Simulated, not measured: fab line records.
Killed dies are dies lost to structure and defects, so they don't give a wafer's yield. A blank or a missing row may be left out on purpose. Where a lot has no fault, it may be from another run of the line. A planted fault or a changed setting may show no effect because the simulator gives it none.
The tool behind it: which one? || flow n5Finfet || route of 1938 steps, sampled at 1 step: 12 lots, 36 wafers

== WHAT THE GAUGES SHOWED, per wafer ==
N5_BEOL_M10_CD_MEAS_28: target cd 70 nm.
{"lot": "L075", "measured": "day 10 08:41", "on": "cdSem-01", "cdNm (nm)": "68.3 69.6 69.0"}
{"lot": "L080", "measured": "day 11 13:57", "on": "cdSem-03", "cdNm (nm)": "67.9 69.7 68.8"}
{"lot": "L079", "measured": "day 11 20:05", "on": "cdSem-03", "cdNm (nm)": "67.8 67.1 67.8"}
{"lot": "L083", "measured": "day 12 00:41", "on": "cdSem-02", "cdNm (nm)": "70.5 70.5 70.1"}
{"lot": "L081", "measured": "day 12 08:32", "on": "cdSem-01", "cdNm (nm)": "69.7 70.3 69.7"}
{"lot": "L085", "measured": "day 13 09:52", "on": "cdSem-02", "cdNm (nm)": "70.8 71.3 70.5"}
{"lot": "L088", "measured": "day 13 20:29", "on": "cdSem-01", "cdNm (nm)": "68.4 69.8 69.2"}
{"lot": "L089", "measured": "day 14 14:37", "on": "cdSem-03", "cdNm (nm)": "69.2 68.7 69.8"}
{"lot": "L091", "measured": "day 14 20:18", "on": "cdSem-03", "cdNm (nm)": "70.1 69.5 69.3"}
{"lot": "L093", "measured": "day 15 04:50", "on": "cdSem-03", "cdNm (nm)": "69.0 69.3 69.0"}
{"lot": "L095", "measured": "day 15 17:40", "on": "cdSem-02", "cdNm (nm)": "68.7 69.5 69.0"}
{"lot": "L097", "measured": "day 16 12:33", "on": "cdSem-01", "cdNm (nm)": "69.0 67.4 68.1"}

== WHICH TOOL RAN EACH LOT (tool, then ch and the chambers of the sampled wafers, then the start) ==
No process step before these readings appears in the record.

== THE ANSWER, worked out from the rows above alone ==
Rule: usual is defined by the lots themselves. Put in order of their means at a reading, lots are off if they are a third of the lots or fewer, leave a main group of 4 or more, and stand apart from it by a gap of 3 or more times the standard deviation of the main group's means; of several such gaps the widest counts. If all means in a main group match to the digits the tables above print for the reading, that group is not used. Also off: a lot with no number at a reading for which 4 or more lots have one. Any other lot the step has rows for is counted as sound.
No lot is off on any of the readings shown, so nothing can be concluded from this.

== WHAT THE SIMULATOR HAD PUT IN ==
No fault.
